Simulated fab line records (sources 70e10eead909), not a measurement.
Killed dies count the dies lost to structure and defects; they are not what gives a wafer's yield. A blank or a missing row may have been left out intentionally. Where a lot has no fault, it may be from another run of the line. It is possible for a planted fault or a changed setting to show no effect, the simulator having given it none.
Comparing a struck lot with a sound one || flow nandHarc || 13 steps out of a route of 1159
Sound: the wafers L179.1, L179.3, L179.4. Wafers struck: L187.2, L187.4, L187.5. The cause comes at the end.
Per side, at each step with rows, come the tool, then ch with its chambers, and then its first start. Under that, the readings that differ: sound wafers || struck wafers || difference of the means || sigmas: that difference in standard deviations of wafers without a fault.
alike: a reading whose means differ by less than 2 such deviations, as well as words and numbers matching on both sides. not compared: withheld readings; readings where some wafer has no value; bounds like >300 that might hide an equal value; numbers whose values overlap and for which the record gives no deviation.
The two part at a step that has a row with sigmas, a row that says differs or no value, or rows on one side only. Numbers that don't overlap but have no deviation are shown without sigmas and don't part them. Lack of a reading on every wafer of one side parts them only where that side has two or more wafers.

NHARC_A_STAIRCASE_TRIM_26: chemistry O2, time 211.2 s.
  sound: rieDiel-06 ch 0,1,2; struck: rieDiel-06 ch 0,1,3
  alike: drypumpMotorCurrentA, oesProductAu, rfVppV, showerheadPlenumPTorr, throttleValvePct
  not compared: rfHoursCounterH
NHARC_A_STAIRCASE_ETCH_27: etches the open film in C4F8/O2, target depth 100 nm, time 40.5 s.
  sound: rieDiel-06 ch 1,2,3; struck: rieDiel-06 ch 1,3
  alike: biasW, oesProductAu, rfVppV
  not compared: rfHoursCounterH
NHARC_A_STAIRCASE_STRIP_175: strips in O2.
  sound on plasmaAsher-02 ch 0,1, day 12 04:01; struck on plasmaAsher-02 ch 0, day 14 14:48
  alike: drypumpMotorCurrentA, heaterPowerW, rfReflPowerW
  not compared: rfHoursCounterH
then, 8 steps without rows for these wafers: NHARC_A_STAIRCASE_STRIP_148 (strips in SPM, time 900 s); NHARC_A_STAIRCASE_PRECLEAN_149 (cleans in SC1); NHARC_A_STAIRCASE_SRD_150; NHARC_A_STAIRCASE_DEHYDRATE_176 (time 120 s); NHARC_A_STAIRCASE_HMDS_177 (time 30 s); NHARC_A_STAIRCASE_COAT_178; NHARC_A_STAIRCASE_SOFTBAKE_179 (time 170 s); NHARC_A_STAIRCASE_EBR_180.
NHARC_A_STAIRCASE_EXPOSE_181: exposes mask STAIR 2.
  sound on krfScanner-03 ch 0, day 12 05:10; struck on krfScanner-03 ch 0, day 14 15:46
{"reading": "focusOffsetNm (nm)", "sound": "1.0 -0.1 0.4", "struck": "-0.5 0.0 -1.3", "difference": -1.0, "sigmas": -2}
{"reading": "model.A_STAIRCASE.overlayXNm (nm)", "sound": "3.659 3.659 3.659", "struck": "26.31 26.31 26.31", "difference": "+22.65", "sigmas": ""}
  alike: mask
then, 1 step without rows for these wafers: NHARC_A_STAIRCASE_PEB_182 (peb time 130 s).

== WHERE THEY PART ==
At NHARC_A_STAIRCASE_EXPOSE_181 and nowhere else, as far as this record goes.

WHY: the cause the simulator had injected
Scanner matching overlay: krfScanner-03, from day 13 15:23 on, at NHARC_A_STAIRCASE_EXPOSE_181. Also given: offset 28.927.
